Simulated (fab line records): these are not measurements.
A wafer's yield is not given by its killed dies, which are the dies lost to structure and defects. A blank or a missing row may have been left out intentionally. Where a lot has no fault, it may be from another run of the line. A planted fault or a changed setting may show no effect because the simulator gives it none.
The same fault as seen by 3 desks || flow n5-finfet || only its own numbers are on each desk; what lay behind them is given at the end

## THE METROLOGY DESK
Lot by lot, what the gauges showed, no matter which tool ran the lot: averages of those sampled wafers that carry a number. A lot is out of limits, marked OUT, if its mean lies more than 4 standard deviations from the usual mean; the brackets give that distance.
Columns: A = M10_THK at N5_BEOL_M10_THK_MEAS_53, usual 136 nm; B = M10_RS at N5_BEOL_M10_RS_MEAS_57, usual 0.153 ohm/sq; C = M11_ILD_THK at N5_BEOL_M11_THK_MEAS_01, usual 267 nm; D = cd-nm at N5_BEOL_M11_CD_MEAS_11, usual 64.2 nm; E = M11_OVL at N5_BEOL_M11_OVL_MEAS_12, usual -0.6 nm
{"lot": "L311", "first seen here": "day 11 09:48", "A": 134, "B": 0.156, "C": 272, "D": 63.0, "E": 0.6}
{"lot": "L312", "first seen here": "day 11 13:58", "A": 138, "B": 0.153, "C": 270, "D": 64.2, "E": -1.4}
{"lot": "L317", "first seen here": "day 12 11:55", "A": 138, "B": 0.151, "C": 265, "D": 64.0, "E": 1.0}
{"lot": "L320", "first seen here": "day 13 15:42", "A": 138, "B": 0.150, "C": 271, "D": 64.0, "E": -1.2}
{"lot": "L323", "first seen here": "day 14 11:05", "A": 138, "B": 0.150, "C": 264, "D": 64.3, "E": 0.1}
{"lot": "L329", "first seen here": "day 16 03:46", "A": 138, "B": 0.151, "C": 261, "D": 64.1, "E": -0.4}
This desk found nothing out of limits on any of the 6 lots.

## TOOL OWNER'S DESK, litho-track-03
The tool's own readings at N5_BEOL_M11_COAT_05 (resist thk 90 nm): means of the sampled wafers that have a number, for each lot that ran on this tool. A lot is out of limits, marked OUT, if its mean lies more than 4 standard deviations from the usual mean; the brackets give that distance.
Columns: A = spin-speed-rpm at N5_BEOL_M11_COAT_05, usual 1500.0 rpm
{"lot": "L312", "first seen here": "day 11 15:34", "A": 1499.3}
{"lot": "L317", "first seen here": "day 12 14:34", "A": "1365.2 (-99 or more) OUT"}
{"lot": "L320", "first seen here": "day 13 18:42", "A": "1366.4 (-99 or more) OUT"}
This desk's finding: out of limits on L317, L320; first on L317, day 12 14:34 (spin-speed-rpm at N5_BEOL_M11_COAT_05). Within limits: L312.

## THE DEFECT DESK
Inspection counts along the route, by lot: the mean over sampled wafers that carry a number. A lot is out of limits, marked OUT, if its mean lies more than 4 standard deviations from the usual mean; the brackets give that distance.
Columns: A = raw-defect-count at N5_BEOL_M10_INSPECT_58, usual 79; B = raw-defect-count at N5_BEOL_M11_INSPECT_13, usual 403
{"lot": "L311", "first seen here": "day 11 09:58", "A": 65, "B": 413}
{"lot": "L312", "first seen here": "day 11 14:07", "A": 75, "B": 380}
{"lot": "L317", "first seen here": "day 12 12:05", "A": 60, "B": 426}
{"lot": "L320", "first seen here": "day 13 15:52", "A": 65, "B": 327}
{"lot": "L323", "first seen here": "day 14 11:14", "A": 109, "B": 571}
{"lot": "L329", "first seen here": "day 16 03:55", "A": 80, "B": 369}
This desk found nothing out of limits on any of the 6 lots.

## ALL TOGETHER
An alarm could have come from the tool owner's desk at day 12 14:34, on L317, L320.
Metrology desk: nothing out of limits seen.
The defect desk saw nothing out of limits.
The metrology desk has L317, L320 on record, within its limits.
The defect desk has L317, L320 on record, within its limits.
Every lot named ran N5_BEOL_M11_COAT_05 on litho-track-03.

## WHAT WAS PUT IN BY THE SIMULATOR
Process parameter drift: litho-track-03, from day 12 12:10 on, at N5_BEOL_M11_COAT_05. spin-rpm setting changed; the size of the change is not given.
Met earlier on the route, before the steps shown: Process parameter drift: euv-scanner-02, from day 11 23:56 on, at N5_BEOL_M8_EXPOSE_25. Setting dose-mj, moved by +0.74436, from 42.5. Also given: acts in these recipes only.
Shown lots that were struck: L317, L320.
Each desk's first reading out of limits, in hours after the fault started: the tool owner's desk, 2.
